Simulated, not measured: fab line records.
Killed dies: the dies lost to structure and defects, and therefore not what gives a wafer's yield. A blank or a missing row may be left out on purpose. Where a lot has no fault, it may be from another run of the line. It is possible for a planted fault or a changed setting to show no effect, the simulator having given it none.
fab line records	flow n5-finfet
record lots=24	wafers=72	last-day=18
route steps=1938 shown STI_FIN_REVEAL@196 DUMMY_GATE@233 SPACER0@258
lots untouched by any fault: they come from a run of this same line in which no faults occurred
start-h: start of the lot's first displayed wafer, in hours after the record's first day	wait-h: how many hours have passed since the lot's step before this one	" as in the row above	L1.1+2: a single row standing in for several wafers	- no value, or no start given	* or withheld: withheld	< > ~ a bound
route shown NAME@n: names a module that has steps shown in the file, with the first one's number in the route	usual: mean/standard deviation of fault-free wafers	same: alike in all rows	chamber/n: place in a boat	sites: readings site by site	_std_site: the values' standard deviation	_edge_site: the outer-site mean with the inner-site mean subtracted	radius-mm: how far each site lies from the wafer's centre	mask NAME#n: copy n	behind: the tool/chamber that last shaped the wafer	hold: what put the lot on hold/how long, in hours/how the hold closed	device: the n, p or np transistor that did not switch	end of line: the same wafers' tests at the end of the route	a step with no rows: only its recipe	killed: not the wafer's yield, but the dies lost to structure and defects at the first sort	map: dies across one wafer; x = killed, . = not, _ = none there
set.NAME: the run value of the setting; set.NAME@STEP: its run value at that earlier step	model.NAME: the simulator's own value behind a step, which no gauge read
steps of the route over a sample of lots; a table a step, a row a wafer
services: the hour from which a tool's chamber was out of use, counted from the record's first day as start-h (under 0 if before that day), plus the number of hours and why
## steps
# step N5_STI_FIN_REVEAL_RECESS_09
# recipe chemistry=HF/NH3	target=SiO2	afs-cycles=11	target-depth-a=425	temp-c=30	sublimation-temp-c=180	sublimation-time-s=60
# usual drypump-motor-current-A=5.50/0.28
lot.wafer	tool	chamber	start-h	wait-h	drypump-motor-current-A
L074.3	vapor-etch-01	0	34.50	0.6	5.60
L074.4	"	1	"	"	5.73
L074.6	"	1	"	"	5.68
L075.1	vapor-etch-01	1	42.20	0.0	5.68
L075.2	"	0	"	"	5.66
L075.4	"	1	"	"	5.68
L076.2	vapor-etch-02	1	47.30	0.0	5.00
L076.3	"	0	"	"	5.59
L076.4	"	1	"	"	4.97
L077.2	vapor-etch-01	0	52.02	0.0	5.64
L077.5	"	0	53.08	1.1	5.64
L077.6	"	1	"	"	5.66
L078.1	vapor-etch-02	0	58.24	0.0	5.59
L078.4	"	1	"	"	4.98
L078.5	"	1	"	"	4.98
L079.3	vapor-etch-02	1	64.94	0.6	4.96
L079.4	"	0	"	"	5.58
L079.6	"	0	"	"	5.57
L080.1	vapor-etch-01	1	70.09	0.0	5.69
L080.3	"	1	"	"	5.72
L080.4	"	0	"	"	5.64
L081.2	vapor-etch-01	1	77.88	0.0	5.71
L081.3	"	0	"	"	5.65
L081.5	"	1	"	"	5.67
L082.3	vapor-etch-02	0	83.95	0.6	5.60
L082.4	"	1	"	"	4.98
L082.6	"	1	"	"	4.95
L083.4	vapor-etch-02	0	90.29	0.6	5.57
L083.5	"	0	"	"	5.56
L083.6	"	1	"	"	4.96
L084.2	vapor-etch-02	0	94.67	0.0	5.58
L084.4	"	0	"	"	5.56
L084.6	"	0	"	"	5.56
L085.1	vapor-etch-02	0	99.79	0.0	5.60
L085.2	"	1	"	"	4.93
L085.6	"	0	100.85	1.1	5.59
L086.2	vapor-etch-01	1	105.19	0.0	5.66
L086.5	"	0	106.25	1.1	5.65
L086.6	"	1	"	"	5.73
L087.2	vapor-etch-01	1	114.37	0.0	5.68
L087.3	"	1	"	"	5.69
L087.6	"	1	"	"	5.69
L088.1	vapor-etch-02	1	117.40	0.0	4.98
L088.2	"	0	"	"	5.58
L088.3	"	1	"	"	5.01
L089.2	vapor-etch-01	1	124.57	0.0	5.66
L089.4	"	0	"	"	5.69
L089.6	"	0	"	"	5.66
L090.1	vapor-etch-02	1	129.85	0.0	4.98
L090.3	"	1	"	"	4.97
L090.5	"	1	"	"	4.98
L091.1	vapor-etch-01	0	137.19	0.0	5.66
L091.2	"	1	"	"	5.70
L091.4	"	0	"	"	5.66
L092.1	vapor-etch-01	0	141.99	0.0	5.64
L092.3	"	1	"	"	5.67
L092.4	"	0	"	"	5.63
L093.1	vapor-etch-01	0	148.61	0.0	5.64
L093.5	"	0	149.67	1.1	5.65
L093.6	"	1	"	"	5.68
L094.2	vapor-etch-01	1	154.45	0.0	5.68
L094.3	"	1	"	"	5.64
L094.5	"	1	"	"	5.66
L095.1	vapor-etch-01	1	159.67	0.0	5.62
L095.2	"	0	"	"	5.65
L095.4	"	1	"	"	5.63
L096.4	vapor-etch-02	0	168.15	0.6	5.57
L096.5	"	0	"	"	5.56
L096.6	"	1	"	"	4.96
L097.2	vapor-etch-01	1	173.61	0.1	5.65
L097.4	"	1	"	"	5.65
L097.5	"	0	"	"	5.65
# step N5_DUMMY_GATE_INSPECT_17
# recipe mode=adi	inspect-instrument=brightfield
# usual raw-defect-count=201/55
lot.wafer	tool	chamber	start-h	wait-h	raw-defect-count
L074.3	defect-inspect-01	-	46.54	0.0	174
L074.4	"	-	"	"	166
L074.6	"	-	"	"	229
L075.1	defect-inspect-01	-	54.18	0.1	172
L075.2	"	-	"	"	204
L075.4	"	-	"	"	266
L076.2	defect-inspect-01	-	60.75	0.0	299
L076.3	"	-	"	"	314
L076.4	"	-	"	"	269
L077.2	defect-inspect-02	-	63.40	0.0	149
L077.5	"	-	"	"	162
L077.6	"	-	"	"	140
L078.1	defect-inspect-02	-	69.59	0.1	283
L078.4	"	-	"	"	281
L078.5	"	-	"	"	172
L079.3	defect-inspect-02	-	77.72	0.0	241
L079.4	"	-	"	"	214
L079.6	"	-	"	"	287
L080.1	defect-inspect-02	-	81.46	0.1	118
L080.3	"	-	"	"	202
L080.4	"	-	"	"	158
L081.2	defect-inspect-02	-	89.25	0.0	194
L081.3	"	-	"	"	135
L081.5	"	-	"	"	167
L082.3	defect-inspect-01	-	98.65	0.0	146
L082.4	"	-	"	"	151
L082.6	"	-	"	"	197
L083.4	defect-inspect-01	-	101.22	0.0	195
L083.5	"	-	"	"	249
L083.6	"	-	"	"	264
L084.2	defect-inspect-01	-	108.42	0.0	138
L084.4	"	-	"	"	126
L084.6	"	-	"	"	116
L085.1	defect-inspect-02	-	111.14	0.1	270
L085.2	"	-	"	"	179
L085.6	"	-	"	"	224
L086.2	defect-inspect-01	-	121.59	0.0	214
L086.5	"	-	"	"	234
L086.6	"	-	"	"	198
L087.2	defect-inspect-01	-	126.06	0.0	324
L087.3	"	-	"	"	163
L087.6	"	-	"	"	442
L088.1	defect-inspect-02	-	131.35	0.1	119
L088.2	"	-	"	"	229
L088.3	"	-	"	"	238
L089.2	defect-inspect-01	-	138.23	0.0	129
L089.4	"	-	"	"	201
L089.6	"	-	"	"	185
L090.1	defect-inspect-02	-	141.41	0.1	214
L090.3	"	-	"	"	192
L090.5	"	-	"	"	225
L091.1	defect-inspect-01	-	148.98	0.1	170
L091.2	"	-	"	"	129
L091.4	"	-	"	"	158
L092.1	defect-inspect-01	-	153.36	0.1	244
L092.3	"	-	"	"	189
L092.4	"	-	"	"	161
L093.1	defect-inspect-02	-	161.83	0.1	145
L093.5	"	-	"	"	159
L093.6	"	-	"	"	188
L094.2	defect-inspect-01	-	165.95	0.0	270
L094.3	"	-	"	"	271
L094.5	"	-	"	"	202
L095.1	defect-inspect-01	-	171.16	0.1	158
L095.2	"	-	"	"	184
L095.4	"	-	"	"	183
L096.4	defect-inspect-02	-	181.52	0.0	223
L096.5	"	-	"	"	221
L096.6	"	-	"	"	365
L097.2	defect-inspect-01	-	185.08	0.0	188
L097.4	"	-	"	"	191
L097.5	"	-	"	"	205
# step N5_DUMMY_GATE_DESCUM_20
# recipe chemistry=O2	time-s=6.2	source-power-w=50	bias-power-w=20	pressure-mtorr=20	rf-frequency-hz=2.712e+07	temp-c=40	resist=CAR-EUV	o2-flow-sccm=225
# usual drypump-motor-current-A=6.0/0.36	oes-product-au=0.77/0.091	rf-fwd-power-W=49.64/0.18	rf-vpp-V=242.8/1.2	showerhead-plenum-p-Torr=2.07/0.07	throttle-valve-pct=20.43/0.28
lot.wafer	tool	chamber	start-h	wait-h	drypump-motor-current-A	oes-product-au	rf-fwd-power-W	rf-hours-counter-h	rf-vpp-V	showerhead-plenum-p-Torr	throttle-valve-pct
L074.3	rie-diel-01	0	46.57	0.0	6.2	0.72	49.65	219	243.8	2.11	20.26
L074.4	"	2	"	"	6.0	0.76	49.94	120	243.7	2.18	20.49
L074.6	"	1	"	"	6.1	0.68	49.77	-	243.0	2.07	20.77
L075.1	rie-diel-01	0	54.64	0.5	6.2	0.71	49.41	221	245.4	2.11	20.25
L075.2	"	2	"	"	6.0	0.75	49.56	122	244.1	2.18	20.48
L075.4	"	1	"	"	6.0	0.68	49.46	250	242.0	2.07	20.76
L076.2	rie-diel-02	2	60.78	0.0	5.7	0.69	49.44	207	242.0	1.96	20.63
L076.3	"	0	"	"	6.7	0.97	49.63	13	242.9	2.16	20.06
L076.4	"	3	"	"	5.8	0.78	49.48	143	242.3	2.00	20.04
L077.2	rie-diel-03	2	63.55	0.1	6.5	0.74	49.41	180	242.7	2.10	20.48
L077.5	"	3	"	"	6.4	0.72	49.97	-	243.0	2.17	20.43
L077.6	"	2	"	"	6.6	0.74	49.30	-	243.2	2.10	20.48
L078.1	rie-diel-02	3	69.75	0.2	5.8	0.77	49.74	147	240.8	1.99	20.04
L078.4	"	2	"	"	5.7	0.68	49.46	210	241.5	1.96	20.63
L078.5	"	3	"	"	5.8	0.77	49.60	-	242.4	1.99	20.04
L079.3	rie-diel-01	3	77.75	0.0	5.9	0.74	49.76	170	243.3	2.07	20.29
L079.4	"	2	"	"	6.0	0.74	49.77	-	245.0	2.17	20.50
L079.6	"	0	"	"	6.2	0.71	49.17	-	244.1	2.11	20.28
L080.1	rie-diel-02	1	81.50	0.0	5.7	0.78	50.07	127	242.5	2.03	20.90
L080.3	"	0	"	"	6.7	0.95	49.63	19	243.2	2.16	20.06
L080.4	"	2	"	"	5.7	0.68	49.69	214	242.4	1.96	20.65
L081.2	rie-diel-03	1	89.29	0.0	5.8	0.69	49.73	235	243.6	2.05	20.48
L081.3	"	3	"	"	6.5	0.73	49.52	181	244.3	2.17	20.45
L081.5	"	2	"	"	6.6	0.73	49.18	-	243.7	2.10	20.48
L082.3	rie-diel-02	1	98.78	0.1	5.7	0.78	49.71	131	242.6	2.03	20.90
L082.4	"	0	"	"	6.7	0.93	49.39	26	244.3	2.15	20.08
L082.6	"	0	"	"	6.7	0.94	49.53	-	243.3	2.15	20.11
L083.4	rie-diel-03	3	101.25	0.0	6.4	0.72	49.90	185	243.8	2.17	20.46
L083.5	"	2	"	"	6.5	0.72	49.49	-	242.7	2.10	20.50
L083.6	"	3	"	"	6.4	0.72	49.97	-	244.3	2.17	20.47
L084.2	rie-diel-01	3	108.47	0.1	5.9	0.73	49.71	180	242.5	2.06	20.30
L084.4	"	2	"	"	6.0	0.73	49.58	141	243.7	2.17	20.49
L084.6	"	3	"	"	5.9	0.73	49.70	-	242.0	2.06	20.32
L085.1	rie-diel-02	3	111.17	0.0	5.9	0.75	49.98	162	241.0	1.99	20.06
L085.2	"	0	"	"	6.7	0.93	49.78	30	244.3	2.15	20.08
L085.6	"	0	"	"	6.7	0.92	49.81	-	243.6	2.15	20.09
L086.2	rie-diel-02	1	121.69	0.1	5.8	0.76	49.74	139	241.8	2.02	20.93
L086.5	"	1	"	"	5.8	0.76	49.72	-	241.8	2.02	20.92
L086.6	"	0	"	"	6.7	0.92	49.89	-	244.1	2.15	20.08
L087.2	rie-diel-02	0	126.10	0.0	6.7	0.91	49.56	34	244.7	2.15	20.10
L087.3	"	3	"	"	5.8	0.76	49.49	167	241.9	1.99	20.07
L087.6	"	3	"	"	5.8	0.76	49.43	-	241.7	1.99	20.08
L088.1	rie-diel-02	0	131.39	0.0	6.7	0.91	49.68	36	244.2	2.15	20.09
L088.2	"	1	"	"	5.7	0.75	49.89	142	241.9	2.02	20.92
L088.3	"	3	"	"	5.8	0.75	49.68	168	242.3	1.99	20.08
L089.2	rie-diel-03	1	138.27	0.0	5.8	0.68	49.50	249	243.2	2.05	20.51
L089.4	"	2	"	"	6.6	0.72	49.56	202	242.2	2.10	20.52
L089.6	"	1	"	"	5.8	0.68	49.75	-	241.4	2.05	20.50
L090.1	rie-diel-01	3	141.52	0.1	5.9	0.73	49.67	189	241.0	2.06	20.32
L090.3	"	2	"	"	6.0	0.73	49.84	150	244.5	2.17	20.55
L090.5	"	1	"	"	6.1	0.93	49.58	-	243.7	2.06	20.56
L091.1	rie-diel-01	1	149.16	0.2	6.1	0.93	49.75	20	241.5	2.06	20.55
L091.2	"	2	"	"	6.0	0.72	49.47	153	245.3	2.17	20.54
L091.4	"	1	"	"	6.1	0.93	49.75	-	243.1	2.06	20.55
L092.1	rie-diel-02	0	153.39	0.0	6.7	0.89	49.66	43	243.2	2.15	20.11
L092.3	"	1	"	"	5.7	0.74	49.89	150	241.9	2.02	20.93
L092.4	"	2	"	"	5.7	0.67	49.48	235	239.0	1.96	20.67
L093.1	rie-diel-03	1	161.86	0.0	5.8	1.02	49.79	0	242.5	2.05	20.15
L093.5	"	2	"	"	6.6	0.71	49.50	-	243.3	2.09	20.53
L093.6	"	0	"	"	5.3	0.79	49.60	-	244.9	2.13	20.43
L094.2	rie-diel-02	2	166.01	0.1	5.7	0.66	49.46	239	242.3	1.95	20.67
L094.3	"	0	"	"	6.6	0.89	49.58	48	242.6	2.15	20.12
L094.5	"	2	"	"	5.7	0.66	49.32	-	239.7	1.95	20.69
L095.1	rie-diel-01	1	171.19	0.0	6.0	0.93	49.64	27	240.9	2.06	20.54
L095.2	"	3	"	"	5.9	0.73	49.73	200	242.9	2.06	20.34
L095.4	"	2	"	"	6.0	0.72	49.75	160	243.2	2.16	20.54
L096.4	rie-diel-01	0	181.55	0.0	6.2	0.96	49.45	8	243.4	2.10	19.87
L096.5	"	0	"	"	6.2	0.97	49.35	-	244.5	2.10	19.87
L096.6	"	1	"	"	6.0	0.90	49.79	-	243.0	2.06	20.57
L097.2	rie-diel-02	1	185.36	0.3	5.7	0.74	49.84	160	241.1	2.02	20.95
L097.4	"	0	"	"	6.7	0.88	49.67	54	244.9	2.14	20.11
L097.5	"	3	"	"	5.9	0.74	49.57	-	241.2	1.98	20.09
# step N5_DUMMY_GATE_HM_OPEN_21
# recipe chemistry=CH3F/O2	target=SiNx	target-depth-a=1200	Ar_flow_sccm=150	CH3F_flow_sccm=30	O2_flow_sccm=23	time-s=171.4	pressure-mtorr=30	source-w=395	bias-w=73	ion-energy-ev=120.7
# usual drypump-motor-current-A=6.0/0.38	oes_ar_750_au=0.77/0.085	oes-product-au=0.77/0.089	rf-fwd-power-W=393.9/1.1	rf-vpp-V=300/9.2	showerhead-plenum-p-Torr=2.02/0.057	throttle-valve-pct=16.46/0.2
lot.wafer	tool	chamber	start-h	wait-h	drypump-motor-current-A	oes_ar_750_au	oes-product-au	rf-fwd-power-W	rf-hours-counter-h	rf-vpp-V	showerhead-plenum-p-Torr	throttle-valve-pct
L074.3	rie-diel-03	3	47.08	0.0	6.4	0.74	0.73	395.6	169	278	2.08	16.40
L074.4	"	0	"	"	5.2	0.84	0.84	393.9	70	306	2.04	16.25
L074.6	"	3	"	"	6.5	0.74	0.73	394.4	-	277	2.08	16.40
L075.1	rie-diel-03	0	55.31	0.0	5.2	0.83	0.82	394.3	72	303	2.03	16.24
L075.2	"	1	"	"	5.8	0.68	0.69	397.2	225	308	1.99	16.60
L075.4	"	2	"	"	6.5	0.74	0.75	394.2	178	306	1.99	16.33
L076.2	rie-diel-02	3	61.29	0.0	5.8	0.75	0.77	393.6	144	318	1.93	16.19
L076.3	"	2	"	"	5.7	0.71	0.69	392.5	207	302	1.91	16.75
L076.4	"	0	"	"	6.7	0.94	0.96	395.5	13	292	2.08	16.03
L077.2	rie-diel-03	0	64.06	0.0	5.2	0.82	0.82	395.3	75	304	2.03	16.26
L077.5	"	0	"	"	5.2	0.83	0.82	393.9	-	305	2.03	16.26
L077.6	"	3	"	"	6.4	0.74	0.71	392.1	-	279	2.08	16.41
L078.1	rie-diel-03	2	70.26	0.0	6.6	0.74	0.75	392.6	182	308	1.99	16.34
L078.4	"	1	"	"	5.8	0.67	0.68	394.8	229	310	1.99	16.59
L078.5	"	3	"	"	6.4	0.74	0.72	395.4	-	279	2.08	16.42
L079.3	rie-diel-03	1	78.26	0.0	5.8	0.67	0.68	392.4	232	308	1.98	16.62
L079.4	"	2	"	"	6.6	0.74	0.76	393.4	184	307	1.99	16.35
L079.6	"	0	"	"	5.3	0.82	0.82	393.5	-	304	2.03	16.25
L080.1	rie-diel-01	2	82.01	0.0	6.0	0.77	0.74	395.0	133	308	2.10	16.55
L080.3	"	0	"	"	6.2	0.71	0.69	393.0	232	294	2.08	16.63
L080.4	"	3	"	"	5.9	0.73	0.72	394.0	-	299	2.02	16.51
L081.2	rie-diel-01	1	89.80	0.0	6.1	0.98	0.97	393.5	2	301	1.98	16.38
L081.3	"	3	"	"	5.9	0.73	0.73	394.5	175	299	2.02	16.52
L081.5	"	0	"	"	6.2	0.70	0.69	392.5	-	294	2.08	16.61
L082.3	rie-diel-01	0	99.33	0.0	6.2	0.71	0.69	393.6	237	297	2.08	16.65
L082.4	"	3	"	"	5.9	0.72	0.72	395.3	177	300	2.02	16.53
L082.6	"	3	"	"	5.9	0.72	0.71	395.4	-	301	2.02	16.53
L083.4	rie-diel-02	0	101.76	0.0	6.6	0.91	0.92	395.6	26	294	2.07	16.05
L083.5	"	1	"	"	5.7	0.76	0.76	392.5	-	291	1.95	16.85
L083.6	"	0	"	"	6.7	0.91	0.92	395.6	-	293	2.07	16.07
L084.2	rie-diel-03	2	109.04	0.0	6.6	0.73	0.74	390.9	194	307	1.98	16.36
L084.4	"	3	"	"	6.4	0.73	0.72	393.4	187	280	2.08	16.44
L084.6	"	1	"	"	5.8	0.67	0.68	394.4	-	308	1.98	16.63
L085.1	rie-diel-03	1	111.68	0.0	5.8	0.66	0.67	394.4	241	309	1.98	16.61
L085.2	"	3	"	"	6.4	0.73	0.72	394.9	188	280	2.08	16.45
L085.6	"	3	"	"	6.4	0.73	0.72	395.6	-	278	2.08	16.44
L086.2	rie-diel-01	1	122.21	0.0	6.1	0.95	0.94	394.5	10	301	1.98	16.40
L086.5	"	2	"	"	6.0	0.75	0.74	393.7	-	306	2.09	16.59
L086.6	"	3	"	"	5.9	0.72	0.71	394.9	-	300	2.01	16.54
L087.2	rie-diel-02	2	126.61	0.0	5.7	0.70	0.69	393.2	226	303	1.90	16.81
L087.3	"	0	"	"	6.6	0.88	0.91	391.3	35	295	2.07	16.07
L087.6	"	3	"	"	5.9	0.74	0.76	393.7	-	318	1.92	16.20
L088.1	rie-diel-03	3	131.91	0.0	6.4	0.72	0.71	394.7	193	279	2.08	16.45
L088.2	"	0	"	"	5.3	0.81	0.81	394.0	94	305	2.03	16.28
L088.3	"	2	"	"	6.6	0.72	0.74	392.2	200	308	1.98	16.38
L089.2	rie-diel-01	3	138.77	0.0	5.9	0.71	0.70	394.5	188	299	2.01	16.56
L089.4	"	1	"	"	6.0	0.94	0.92	393.9	15	299	1.98	16.39
L089.6	"	0	"	"	6.2	0.70	0.68	392.8	-	295	2.07	16.66
L090.1	rie-diel-01	2	142.03	0.0	6.0	0.76	0.73	395.8	150	307	2.09	16.60
L090.3	"	0	"	"	6.2	0.69	0.67	394.7	249	295	2.07	16.68
L090.5	"	2	"	"	6.0	0.75	0.72	396.1	-	306	2.09	16.59
L091.1	rie-diel-01	2	149.70	0.0	6.0	0.75	0.72	392.3	153	305	2.09	16.58
L091.2	"	1	"	"	6.1	0.92	0.91	393.0	20	300	1.98	16.41
L091.4	"	2	"	"	6.0	0.74	0.73	396.0	-	307	2.09	16.59
L092.1	rie-diel-02	3	154.20	0.0	5.8	0.72	0.74	393.3	176	317	1.92	16.24
L092.3	"	1	"	"	5.7	0.75	0.74	394.2	150	292	1.95	16.88
L092.4	"	0	"	"	6.7	0.87	0.88	391.8	44	295	2.07	16.11
L093.1	rie-diel-03	0	162.37	0.0	5.2	0.79	0.79	392.4	105	305	2.02	16.32
L093.5	"	2	"	"	6.6	0.72	0.73	394.3	-	308	1.98	16.39
L093.6	"	0	"	"	5.3	0.79	0.79	395.1	-	305	2.02	16.31
L094.2	rie-diel-01	0	166.51	0.0	6.2	0.95	0.96	392.6	4	294	2.07	16.17
L094.3	"	2	"	"	6.0	0.75	0.72	394.0	159	307	2.09	16.62
L094.5	"	2	"	"	6.0	0.74	0.73	394.4	-	307	2.09	16.61
L095.1	rie-diel-01	3	171.70	0.0	5.9	0.71	0.70	393.8	200	300	2.01	16.55
L095.2	"	0	"	"	6.2	0.95	0.96	393.9	5	294	2.07	16.18
L095.4	"	2	"	"	6.0	0.74	0.72	392.2	160	306	2.09	16.62
L096.4	rie-diel-01	0	182.36	0.0	6.2	0.94	0.95	391.4	8	294	2.07	16.18
L096.5	"	1	"	"	6.0	0.90	0.89	395.2	-	299	1.97	16.42
L096.6	"	0	"	"	6.2	0.93	0.95	392.2	-	294	2.07	16.18
L097.2	rie-diel-02	0	186.04	0.0	6.7	0.87	0.88	395.3	54	294	2.06	16.12
L097.4	"	3	"	"	5.9	0.72	0.75	395.2	182	318	1.92	16.25
L097.5	"	2	"	"	5.7	0.68	0.68	393.0	-	305	1.90	16.84
# step N5_SPACER0_ALD_07
# recipe material=SiNx	target-thk-a=20	temp-c=400	ald-precursor-family=SiH2I2	ald-co-reactant=N2/H2-plasma	pressure-torr=2
# usual heater-power-w=858/96
lot.wafer	tool	chamber	start-h	wait-h	heater-power-w
L074.3	ald-sin-03	0	47.77	0.0	899
L074.4	"	2	"	"	880
L074.6	"	0	"	"	903
L075.1	ald-sin-03	2	56.08	0.0	882
L075.2	"	1	"	"	920
L075.4	"	0	"	"	906
L076.2	ald-sin-02	0	61.98	0.0	704
L076.3	"	2	"	"	742
L076.4	"	3	"	"	958
L077.2	ald-sin-03	2	64.80	0.0	884
L077.5	"	0	"	"	920
L077.6	"	3	"	"	844
L078.1	ald-sin-03	3	71.01	0.0	848
L078.4	"	2	"	"	887
L078.5	"	3	"	"	836
L079.3	ald-sin-04	0	79.29	0.4	940
L079.4	"	1	"	"	835
L079.6	"	1	"	"	863
L080.1	ald-sin-02	1	82.80	0.1	974
L080.3	"	0	"	"	675
L080.4	"	2	"	"	737
L081.2	ald-sin-04	0	90.48	0.0	955
L081.3	"	2	"	"	919
L081.5	"	3	"	"	725
L082.3	ald-sin-02	0	100.29	0.3	675
L082.4	"	1	"	"	944
L082.6	"	0	"	"	693
L083.4	ald-sin-04	0	102.44	0.0	971
L083.5	"	3	"	"	719
L083.6	"	0	"	"	931
L084.2	ald-sin-03	3	109.76	0.1	832
L084.4	"	2	"	"	855
L084.6	"	1	"	"	927
L085.1	ald-sin-02	1	112.37	0.0	976
L085.2	"	2	"	"	735
L085.6	"	0	"	"	680
L086.2	ald-sin-03	3	122.90	0.0	842
L086.5	"	3	"	"	845
L086.6	"	2	"	"	873
L087.2	ald-sin-03	0	127.39	0.1	884
L087.3	"	3	"	"	849
L087.6	"	0	"	"	890
L088.1	ald-sin-02	3	132.87	0.1	974
L088.2	"	2	"	"	735
L088.3	"	1	"	"	927
L089.2	ald-sin-02	1	139.45	0.0	948
L089.4	"	0	"	"	702
L089.6	"	2	"	"	733
L090.1	ald-sin-04	3	142.99	0.3	754
L090.3	"	1	"	"	837
L090.5	"	3	"	"	733
L091.1	ald-sin-02	2	150.50	0.1	729
L091.2	"	3	"	"	990
L091.4	"	0	"	"	703
L092.1	ald-sin-04	2	154.89	0.0	920
L092.3	"	1	"	"	847
L092.4	"	0	"	"	952
L093.1	ald-sin-02	2	163.10	0.0	726
L093.5	"	1	"	"	958
L093.6	"	0	"	"	683
L094.2	ald-sin-04	3	167.19	0.0	725
L094.3	"	1	"	"	886
L094.5	"	3	"	"	719
L095.1	ald-sin-03	0	172.38	0.0	866
L095.2	"	3	"	"	853
L095.4	"	2	"	"	863
L096.4	ald-sin-04	1	183.44	0.4	860
L096.5	"	2	"	"	935
L096.6	"	1	"	"	862
L097.2	ald-sin-02	2	188.41	1.7	749
L097.4	"	1	"	"	951
L097.5	"	2	"	"	739
# step N5_SPACER0_ALD_00
# recipe material=SiOCN	target-thk-a=35	temp-c=400	ald-precursor-family=alkyl-aminosilane	ald-co-reactant=O2/N2-plasma	pulse-time-s=3	purge-time-s=2	co-reactant-purge-time-s=2	ald-cycles=58	pressure-torr=2
# usual heater-power-w=858/98	precursor-pulse-height-rel=0.998/0.021
lot.wafer	tool	chamber	start-h	wait-h	heater-power-w	precursor-pulse-height-rel
L074.3	ald-sin-03	0	47.92	0.1	902	0.996
L074.4	"	2	"	"	871	1.004
L074.6	"	0	"	"	907	1.003
L075.1	ald-sin-03	2	56.23	0.1	874	0.969
L075.2	"	1	"	"	923	0.997
L075.4	"	0	"	"	870	0.994
L076.2	ald-sin-02	0	62.14	0.1	683	0.992
L076.3	"	2	"	"	736	1.030
L076.4	"	3	"	"	983	0.973
L077.2	ald-sin-03	2	64.95	0.1	875	0.985
L077.5	"	0	"	"	905	1.027
L077.6	"	3	"	"	836	1.031
L078.1	ald-sin-03	3	71.17	0.1	835	1.004
L078.4	"	2	"	"	871	0.988
L078.5	"	3	"	"	843	0.971
L079.3	ald-sin-04	0	79.44	0.1	970	1.031
L079.4	"	1	"	"	840	0.997
L079.6	"	1	"	"	854	0.999
L080.1	ald-sin-02	1	82.95	0.1	951	0.990
L080.3	"	0	"	"	680	1.031
L080.4	"	2	"	"	735	1.023
L081.2	ald-sin-04	0	90.63	0.1	933	0.984
L081.3	"	2	"	"	930	0.996
L081.5	"	3	"	"	721	1.006
L082.3	ald-sin-02	0	100.44	0.1	689	1.032
L082.4	"	1	"	"	956	0.996
L082.6	"	0	"	"	701	0.987
L083.4	ald-sin-04	0	102.59	0.1	956	0.992
L083.5	"	3	"	"	725	0.951
L083.6	"	0	"	"	935	0.997
L084.2	ald-sin-03	3	109.91	0.1	829	1.016
L084.4	"	2	"	"	889	0.994
L084.6	"	1	"	"	923	0.999
L085.1	ald-sin-02	1	112.52	0.1	931	1.028
L085.2	"	2	"	"	719	0.989
L085.6	"	0	"	"	688	1.054
L086.2	ald-sin-03	3	123.05	0.1	822	0.992
L086.5	"	3	"	"	834	1.012
L086.6	"	2	"	"	870	0.960
L087.2	ald-sin-03	0	127.54	0.1	888	1.027
L087.3	"	3	"	"	821	0.981
L087.6	"	0	"	"	915	0.991
L088.1	ald-sin-02	3	133.02	0.1	965	1.035
L088.2	"	2	"	"	728	0.992
L088.3	"	1	"	"	954	0.962
L089.2	ald-sin-02	1	139.61	0.1	949	1.033
L089.4	"	0	"	"	676	1.019
L089.6	"	2	"	"	742	0.999
L090.1	ald-sin-04	3	143.14	0.1	738	0.966
L090.3	"	1	"	"	861	0.988
L090.5	"	3	"	"	718	1.017
L091.1	ald-sin-02	2	150.65	0.1	751	0.991
L091.2	"	3	"	"	1005	0.977
L091.4	"	0	"	"	697	0.996
L092.1	ald-sin-04	2	155.04	0.1	926	0.971
L092.3	"	1	"	"	834	1.029
L092.4	"	0	"	"	970	0.982
L093.1	ald-sin-02	2	163.25	0.1	743	0.958
L093.5	"	1	"	"	930	0.969
L093.6	"	0	"	"	696	1.003
L094.2	ald-sin-04	3	167.35	0.1	727	0.994
L094.3	"	1	"	"	827	0.979
L094.5	"	3	"	"	740	0.991
L095.1	ald-sin-03	0	172.53	0.1	918	0.975
L095.2	"	3	"	"	822	1.022
L095.4	"	2	"	"	884	1.006
L096.4	ald-sin-04	1	183.59	0.1	869	0.983
L096.5	"	2	"	"	895	1.020
L096.6	"	1	"	"	856	1.002
L097.2	ald-sin-02	2	188.56	0.1	732	0.975
L097.4	"	1	"	"	975	0.997
L097.5	"	2	"	"	742	1.008
## services
tool	chamber	start-h	hours	kind
ald-sin-02	0	32.51	4.6	repair
ald-sin-02	2	34.51	14.3	repair
ald-sin-03	-	36.68	0.7	repair
rie-diel-02	1	37.33	11.9	repair
vapor-etch-02	-	39.39	0.2	repair
rie-diel-02	-	53.57	1.2	repair
ald-sin-02	-	53.80	2.8	pm
rie-diel-01	1	55.31	-	clean
rie-diel-01	1	55.31	-	consumable-replace:focus-ring
rie-diel-01	1	55.31	27.1	scheduled-down
rie-diel-01	1	55.31	27.1	vent-cycle
ald-sin-03	-	77.00	0.6	repair
ald-sin-02	-	93.19	0.3	repair
rie-diel-02	2	114.71	9.7	repair
rie-diel-01	0	143.73	-	clean
rie-diel-01	0	143.73	-	consumable-replace:focus-ring
rie-diel-01	0	143.73	12.9	scheduled-down
rie-diel-01	0	143.73	12.9	vent-cycle
rie-diel-02	3	159.82	13.2	repair
ald-sin-02	-	164.05	2.8	repair
ald-sin-03	-	178.32	14.0	pm
ald-sin-03	0	178.32	14.0	vent-cycle
ald-sin-03	1	178.32	14.0	vent-cycle
rie-diel-01	-	185.38	2.8	pm
## key
fault none
